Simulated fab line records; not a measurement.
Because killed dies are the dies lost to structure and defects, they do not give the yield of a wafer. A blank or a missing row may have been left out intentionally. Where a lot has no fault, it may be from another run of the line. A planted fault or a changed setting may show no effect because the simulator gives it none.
What tool caused it? / flow n5Finfet / 9 lots with 27 wafers sampled at 6 steps, on a route of 1938 steps

## WHAT THE GAUGES SHOWED, per wafer
N5_BEOL_M1_THK_MEAS_01. Usual: M1_ILD_THK typically reads 79.1 nm, with standard deviation 0.92.
lot=L286; measured=day 6 06:20; on=filmMetro-01; M1_ILD_THK (nm)=79.8 80.5 80.8; flag=
lot=L291; measured=day 7 21:28; on=filmMetro-02; M1_ILD_THK (nm)=79.0 77.7 79.8; flag=
lot=L292; measured=day 8 00:23; on=filmMetro-01; M1_ILD_THK (nm)=77.9 78.5 79.7; flag=
lot=L296; measured=day 9 03:53; on=filmMetro-01; M1_ILD_THK (nm)=78.6 80.5 120.4; flag=OFF
lot=L299; measured=day 9 17:41; on=filmMetro-01; M1_ILD_THK (nm)=80.2 120.1 119.2; flag=OFF
lot=L301; measured=day 10 06:19; on=filmMetro-01; M1_ILD_THK (nm)=78.0 80.5 80.3; flag=
lot=L302; measured=day 10 10:19; on=filmMetro-02; M1_ILD_THK (nm)=79.3 80.4 80.1; flag=
lot=L303; measured=day 10 16:02; on=filmMetro-02; M1_ILD_THK (nm)=78.3 78.6 79.4; flag=
lot=L304; measured=day 10 22:47; on=filmMetro-02; M1_ILD_THK (nm)=77.0 76.9 78.9; flag=

N5_BEOL_M4_RC_MEAS_101. Usual: DIBL_N 36.0 mV/V, standard deviation 1.3; DIBL_P 36.2 mV/V, standard deviation 1.7; IOFF_N 0.155 nA/um, standard deviation 0.024; IOFF_P 0.21 nA/um, standard deviation 0.034; ION_N 674 uA/um, standard deviation 9; ION_P 463 uA/um, standard deviation 7.1; SS_N 71.4 mV/dec, standard deviation 0.5; SS_P 73.4 mV/dec, standard deviation 0.57; VT_N 250.0 mV, standard deviation 2.8; VT_P -251 mV, standard deviation 3.2.
lot=L286; measured=day 9 19:06; on=prober-01; DIBL_N (mV/V)=34.4 32.8 34.7; DIBL_P (mV/V)=34.2 32.1 34.6; IOFF_N (nA/um)=0.113 0.097 0.123; IOFF_P (nA/um)=0.17 0.14 0.18; ION_N (uA/um)=654 654 664; ION_P (uA/um)=457 454 460; SS_N (mV/dec)=70.8 70.5 71.1; SS_P (mV/dec)=72.5 72.9 73.6; VT_N (mV)=255.3 255.2 254.6; VT_P (mV)=-254 -256 -253; flag=
lot=L291; measured=day 15 11:17; on=prober-02; DIBL_N (mV/V)=36.1 36.3 34.5; DIBL_P (mV/V)=37.0 37.2 35.2; IOFF_N (nA/um)=0.162 0.155 0.132; IOFF_P (nA/um)=0.20 0.20 0.18; ION_N (uA/um)=674 663 660; ION_P (uA/um)=458 451 453; SS_N (mV/dec)=71.9 71.7 71.2; SS_P (mV/dec)=73.4 72.9 73.7; VT_N (mV)=249.5 251.1 252.5; VT_P (mV)=-251 -254 -254; flag=
lot=L292; measured=day 12 01:49; on=prober-02; DIBL_N (mV/V)=33.4 37.6 34.8; DIBL_P (mV/V)=33.2 38.7 34.7; IOFF_N (nA/um)=0.119 0.184 0.129; IOFF_P (nA/um)=0.16 0.24 0.19; ION_N (uA/um)=674 687 670; ION_P (uA/um)=468 469 466; SS_N (mV/dec)=70.7 71.9 71.7; SS_P (mV/dec)=72.5 74.5 72.3; VT_N (mV)=250.9 246.6 250.3; VT_P (mV)=-252 -245 -252; flag=
lot=L296; measured=day 12 17:15; on=prober-02; DIBL_N (mV/V)=37.5 38.5; DIBL_P (mV/V)=39.4 40.3; IOFF_N (nA/um)=0.196 0.211; IOFF_P (nA/um)=0.24 0.26; ION_N (uA/um)=679 686; ION_P (uA/um)=463 470; SS_N (mV/dec)=72.0 72.0; SS_P (mV/dec)=74.1 74.4; VT_N (mV)=245.8 245.1; VT_P (mV)=-251 -248; flag=
lot=L299; measured=day 14 03:13; on=prober-01; DIBL_N (mV/V)=35.1; DIBL_P (mV/V)=35.2; IOFF_N (nA/um)=0.152; IOFF_P (nA/um)=0.23; ION_N (uA/um)=678; ION_P (uA/um)=474; SS_N (mV/dec)=70.9; SS_P (mV/dec)=72.6; VT_N (mV)=250.0; VT_P (mV)=-247; flag=
lot=L301; measured=day 13 23:57; on=prober-02; DIBL_N (mV/V)=37.7 35.4 38.0; DIBL_P (mV/V)=36.4 33.7 37.1; IOFF_N (nA/um)=0.176 0.134 0.192; IOFF_P (nA/um)=0.26 0.21 0.28; ION_N (uA/um)=683 668 678; ION_P (uA/um)=472 465 473; SS_N (mV/dec)=71.4 72.0 72.3; SS_P (mV/dec)=74.0 73.5 73.9; VT_N (mV)=245.8 247.5 245.9; VT_P (mV)=-246 -246 -243; flag=
lot=L302; measured=day 14 07:26; on=prober-02; DIBL_N (mV/V)=38.0 36.2 36.5; DIBL_P (mV/V)=38.0 36.0 35.8; IOFF_N (nA/um)=0.180 0.142 0.143; IOFF_P (nA/um)=0.24 0.20 0.20; ION_N (uA/um)=680 664 667; ION_P (uA/um)=466 459 463; SS_N (mV/dec)=71.8 71.0 71.7; SS_P (mV/dec)=73.8 73.3 73.8; VT_N (mV)=249.6 249.0 253.3; VT_P (mV)=-252 -252 -252; flag=
lot=L303; measured=day 14 10:12; on=prober-01; DIBL_N (mV/V)=35.4 34.7 35.4; DIBL_P (mV/V)=37.6 37.2 38.1; IOFF_N (nA/um)=0.143 0.137 0.149; IOFF_P (nA/um)=0.19 0.18 0.20; ION_N (uA/um)=670 666 676; ION_P (uA/um)=459 456 467; SS_N (mV/dec)=71.4 71.4 72.0; SS_P (mV/dec)=73.7 73.1 73.9; VT_N (mV)=252.1 250.1 250.3; VT_P (mV)=-254 -253 -251; flag=
lot=L304; measured=day 13 08:01; on=prober-02; DIBL_N (mV/V)=38.0 38.5 37.6; DIBL_P (mV/V)=38.1 38.8 37.3; IOFF_N (nA/um)=0.182 0.194 0.169; IOFF_P (nA/um)=0.29 0.30 0.27; ION_N (uA/um)=677 677 682; ION_P (uA/um)=472 472 474; SS_N (mV/dec)=71.6 72.2 71.2; SS_P (mV/dec)=74.0 74.7 73.8; VT_N (mV)=249.0 250.4 250.2; VT_P (mV)=-244 -244 -244; flag=

## WHAT TOOL EACH LOT RAN ON (gives the tool, then ch and the chambers of the sampled wafers, and finally the start)
lot=L286; N5_BEOL_M0_ANNEAL_117=pvdSputter-03, day 6 04:49; N5_BEOL_M0_PRE_CLEAN_131=cvdCo-01 ch 0,2, day 6 05:57; N5_BEOL_M1_ILD_DEP_00=pecvd-03 ch 0,2, day 6 06:16; N5_BEOL_M1_PECVD_72=pecvd-02 ch 1,2, day 6 06:22
lot=L291; N5_BEOL_M0_ANNEAL_117=pvdSputter-01, day 7 19:59; N5_BEOL_M0_PRE_CLEAN_131=cvdCo-02 ch 0,1,2, day 7 21:06; N5_BEOL_M1_ILD_DEP_00=pecvd-02 ch 0,1, day 7 21:23; N5_BEOL_M1_PECVD_72=pecvd-04 ch 1,2, day 7 21:30
lot=L292; N5_BEOL_M0_ANNEAL_117=pvdSputter-03, day 7 22:25; N5_BEOL_M0_PRE_CLEAN_131=cvdCo-02 ch 0,2, day 8 00:02; N5_BEOL_M1_ILD_DEP_00=pecvd-03 ch 1,2, day 8 00:19; N5_BEOL_M1_PECVD_72=pecvd-03 ch 0,2, day 8 00:25
lot=L296; N5_BEOL_M0_ANNEAL_117=pvdSputter-02, day 9 02:24; N5_BEOL_M0_PRE_CLEAN_131=cvdCo-02 ch 1,2, day 9 03:31; N5_BEOL_M1_ILD_DEP_00=pecvd-03 ch 0,1,2, day 9 03:49; N5_BEOL_M1_PECVD_72=pecvd-02 ch 0,1,2, day 9 03:55
lot=L299; N5_BEOL_M0_ANNEAL_117=pvdSputter-01, day 9 15:36; N5_BEOL_M0_PRE_CLEAN_131=cvdCo-01 ch 0,2, day 9 17:19; N5_BEOL_M1_ILD_DEP_00=pecvd-03 ch 0,1, day 9 17:37; N5_BEOL_M1_PECVD_72=pecvd-04 ch 0,1,2, day 9 17:44
lot=L301; N5_BEOL_M0_ANNEAL_117=pvdSputter-01, day 10 04:52; N5_BEOL_M0_PRE_CLEAN_131=cvdCo-02 ch 0,1,2, day 10 05:58; N5_BEOL_M1_ILD_DEP_00=pecvd-02 ch 0,2, day 10 06:15; N5_BEOL_M1_PECVD_72=pecvd-03 ch 0,1, day 10 06:22
lot=L302; N5_BEOL_M0_ANNEAL_117=pvdSputter-01, day 10 08:52; N5_BEOL_M0_PRE_CLEAN_131=cvdCo-02 ch 0,1,2, day 10 09:58; N5_BEOL_M1_ILD_DEP_00=pecvd-04 ch 1,2, day 10 10:15; N5_BEOL_M1_PECVD_72=pecvd-02 ch 0,1, day 10 10:21
lot=L303; N5_BEOL_M0_ANNEAL_117=pvdSputter-01, day 10 14:27; N5_BEOL_M0_PRE_CLEAN_131=cvdCo-01 ch 0,1,2, day 10 15:41; N5_BEOL_M1_ILD_DEP_00=pecvd-02 ch 0,2, day 10 15:58; N5_BEOL_M1_PECVD_72=pecvd-04 ch 1,2, day 10 16:04
lot=L304; N5_BEOL_M0_ANNEAL_117=pvdSputter-02, day 10 21:19; N5_BEOL_M0_PRE_CLEAN_131=cvdCo-01 ch 1,2, day 10 22:26; N5_BEOL_M1_ILD_DEP_00=pecvd-02 ch 0,1, day 10 22:43; N5_BEOL_M1_PECVD_72=pecvd-03 ch 0,1, day 10 22:50
- N5_BEOL_M0_ANNEAL_117: time 60 s.
- N5_BEOL_M0_PRE_CLEAN_131: time 15 s.
- N5_BEOL_M1_ILD_DEP_00: deposits SiOC from DEMS/O2, target thk 79 nm, time 15.3 s.
- N5_BEOL_M1_PECVD_72: deposits SiO2 from TEOS/O2, target thk 16 nm, time 18 s.

## AS READ BY THE TOOLS THEMSELVES (means over the sampled wafers that have a number; for cases with no such wafer, the mark the record gives instead)
N5_BEOL_M0_ANNEAL_117. Usual: heaterPowerW reads 832 W (standard deviation 77).
lot=L286; tool=pvdSputter-03; heaterPowerW (W)=793; flag=
lot=L291; tool=pvdSputter-01; heaterPowerW (W)=801; flag=
lot=L292; tool=pvdSputter-03; heaterPowerW (W)=840; flag=
lot=L296; tool=pvdSputter-02; heaterPowerW (W)=792; flag=
lot=L299; tool=pvdSputter-01; heaterPowerW (W)=921; flag=
lot=L301; tool=pvdSputter-01; heaterPowerW (W)=829; flag=
lot=L302; tool=pvdSputter-01; heaterPowerW (W)=865; flag=
lot=L303; tool=pvdSputter-01; heaterPowerW (W)=829; flag=
lot=L304; tool=pvdSputter-02; heaterPowerW (W)=819; flag=

N5_BEOL_M0_PRE_CLEAN_131. Usual: heaterPowerW 90 W, standard deviation 6.8; rfFwdPowerW 296.1 W, standard deviation 1.2.
lot=L286; tool=cvdCo-01; heaterPowerW (W)=92; rfFwdPowerW (W)=297.1; flag=
lot=L291; tool=cvdCo-02; heaterPowerW (W)=91; rfFwdPowerW (W)=295.9; flag=
lot=L292; tool=cvdCo-02; heaterPowerW (W)=94; rfFwdPowerW (W)=296.7; flag=
lot=L296; tool=cvdCo-02; heaterPowerW (W)=87; rfFwdPowerW (W)=294.6; flag=
lot=L299; tool=cvdCo-01; heaterPowerW (W)=90; rfFwdPowerW (W)=298.3; flag=
lot=L301; tool=cvdCo-02; heaterPowerW (W)=90; rfFwdPowerW (W)=295.9; flag=
lot=L302; tool=cvdCo-02; heaterPowerW (W)=90; rfFwdPowerW (W)=295.2; flag=
lot=L303; tool=cvdCo-01; heaterPowerW (W)=91; rfFwdPowerW (W)=296.4; flag=
lot=L304; tool=cvdCo-01; heaterPowerW (W)=89; rfFwdPowerW (W)=296.9; flag=

N5_BEOL_M1_ILD_DEP_00. Usual: chamberPressureTorr 5.002 Torr, standard deviation 0.011; heaterPowerW 507 W, standard deviation 85; rfFwdPowerW 494.1 W, standard deviation 2.6; showerheadPlenumPTorr 5.693 Torr, standard deviation 0.015; throttleValvePct 11.9 %, standard deviation 0.33.
lot=L286; tool=pecvd-03; chamberPressureTorr (Torr)=4.998; heaterPowerW (W)=532; rfFwdPowerW (W)=493.5; showerheadPlenumPTorr (Torr)=5.696; throttleValvePct (%)=12.1; flag=
lot=L291; tool=pecvd-02; chamberPressureTorr (Torr)=4.995; heaterPowerW (W)=456; rfFwdPowerW (W)=493.0; showerheadPlenumPTorr (Torr)=5.685; throttleValvePct (%)=11.9; flag=
lot=L292; tool=pecvd-03; chamberPressureTorr (Torr)=5.004; heaterPowerW (W)=579; rfFwdPowerW (W)=492.1; showerheadPlenumPTorr (Torr)=5.697; throttleValvePct (%)=12.1; flag=
lot=L296; tool=pecvd-03; chamberPressureTorr (Torr)=5.015; heaterPowerW (W)=486; rfFwdPowerW (W)=494.5; showerheadPlenumPTorr (Torr)=5.704; throttleValvePct (%)=12.1; flag=
lot=L299; tool=pecvd-03; chamberPressureTorr (Torr)=5.013; heaterPowerW (W)=463; rfFwdPowerW (W)=495.0; showerheadPlenumPTorr (Torr)=5.702; throttleValvePct (%)=11.8; flag=
lot=L301; tool=pecvd-02; chamberPressureTorr (Torr)=5.002; heaterPowerW (W)=599; rfFwdPowerW (W)=493.2; showerheadPlenumPTorr (Torr)=5.688; throttleValvePct (%)=11.7; flag=
lot=L302; tool=pecvd-04; chamberPressureTorr (Torr)=5.003; heaterPowerW (W)=562; rfFwdPowerW (W)=495.4; showerheadPlenumPTorr (Torr)=5.692; throttleValvePct (%)=11.9; flag=
lot=L303; tool=pecvd-02; chamberPressureTorr (Torr)=4.994; heaterPowerW (W)=550; rfFwdPowerW (W)=493.4; showerheadPlenumPTorr (Torr)=5.690; throttleValvePct (%)=11.9; flag=
lot=L304; tool=pecvd-02; chamberPressureTorr (Torr)=5.002; heaterPowerW (W)=492; rfFwdPowerW (W)=490.9; showerheadPlenumPTorr (Torr)=5.677; throttleValvePct (%)=12.0; flag=

N5_BEOL_M1_PECVD_72. Usual: chamberPressureTorr 5.499 Torr, standard deviation 0.012; heaterPowerW 753 W, standard deviation 100; rfFwdPowerW 444.7 W, standard deviation 2.1; showerheadPlenumPTorr 8.77 Torr, standard deviation 0.059; throttleValvePct 22.3 %, standard deviation 0.51.
lot=L286; tool=pecvd-02; chamberPressureTorr (Torr)=5.495; heaterPowerW (W)=729; rfFwdPowerW (W)=443.3; showerheadPlenumPTorr (Torr)=8.71; throttleValvePct (%)=22.0; flag=
lot=L291; tool=pecvd-04; chamberPressureTorr (Torr)=5.501; heaterPowerW (W)=863; rfFwdPowerW (W)=445.8; showerheadPlenumPTorr (Torr)=8.77; throttleValvePct (%)=22.5; flag=
lot=L292; tool=pecvd-03; chamberPressureTorr (Torr)=5.502; heaterPowerW (W)=710; rfFwdPowerW (W)=446.6; showerheadPlenumPTorr (Torr)=8.83; throttleValvePct (%)=22.6; flag=
lot=L296; tool=pecvd-02; chamberPressureTorr (Torr)=5.508; heaterPowerW (W)=838; rfFwdPowerW (W)=443.6; showerheadPlenumPTorr (Torr)=8.72; throttleValvePct (%)=22.5; flag=
lot=L299; tool=pecvd-04; chamberPressureTorr (Torr)=5.501; heaterPowerW (W)=769; rfFwdPowerW (W)=446.5; showerheadPlenumPTorr (Torr)=8.76; throttleValvePct (%)=22.4; flag=
lot=L301; tool=pecvd-03; chamberPressureTorr (Torr)=5.495; heaterPowerW (W)=615; rfFwdPowerW (W)=447.6; showerheadPlenumPTorr (Torr)=8.87; throttleValvePct (%)=22.2; flag=
lot=L302; tool=pecvd-02; chamberPressureTorr (Torr)=5.488; heaterPowerW (W)=767; rfFwdPowerW (W)=443.8; showerheadPlenumPTorr (Torr)=8.70; throttleValvePct (%)=22.7; flag=
lot=L303; tool=pecvd-04; chamberPressureTorr (Torr)=5.492; heaterPowerW (W)=726; rfFwdPowerW (W)=443.2; showerheadPlenumPTorr (Torr)=8.76; throttleValvePct (%)=22.2; flag=
lot=L304; tool=pecvd-03; chamberPressureTorr (Torr)=5.487; heaterPowerW (W)=605; rfFwdPowerW (W)=447.1; showerheadPlenumPTorr (Torr)=8.85; throttleValvePct (%)=22.2; flag=

## THE ANSWER, worked out from the rows above alone
Rule: take the mean of a lot's wafers that have a number; if it is more than 3 standard deviations from the usual mean, the lot is off. Also off: a lot with no number at a reading for which 4 or more lots have one. Where the step has rows for the other lots, those lots are counted as sound. After the gauges, taken in route order, come the tools' own readings; for these a lot's mean is taken, as printed above. At the first step where some lot is off, the reading lying furthest off is the one used; lots without a number count as furthest.
Off: at N5_BEOL_M1_THK_MEAS_01 (M1_ILD_THK), L296, L299.
A tool fits if, at a process step before that reading, it ran every lot that is off, and no sound lot after the first of them. Those tools and the gauges at N5_BEOL_M1_THK_MEAS_01 are tried in the same way. One fits: pecvd-03 at N5_BEOL_M1_ILD_DEP_00. A fault onset in the window from L292 (day 8 00:19, its last sound lot) to L296 (day 9 03:49, its first lot off) fits.

## WHAT WAS PUT IN BY THE SIMULATOR
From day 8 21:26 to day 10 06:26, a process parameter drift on pecvd-03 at N5_BEOL_M1_ILD_DEP_00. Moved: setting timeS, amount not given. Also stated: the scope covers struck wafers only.
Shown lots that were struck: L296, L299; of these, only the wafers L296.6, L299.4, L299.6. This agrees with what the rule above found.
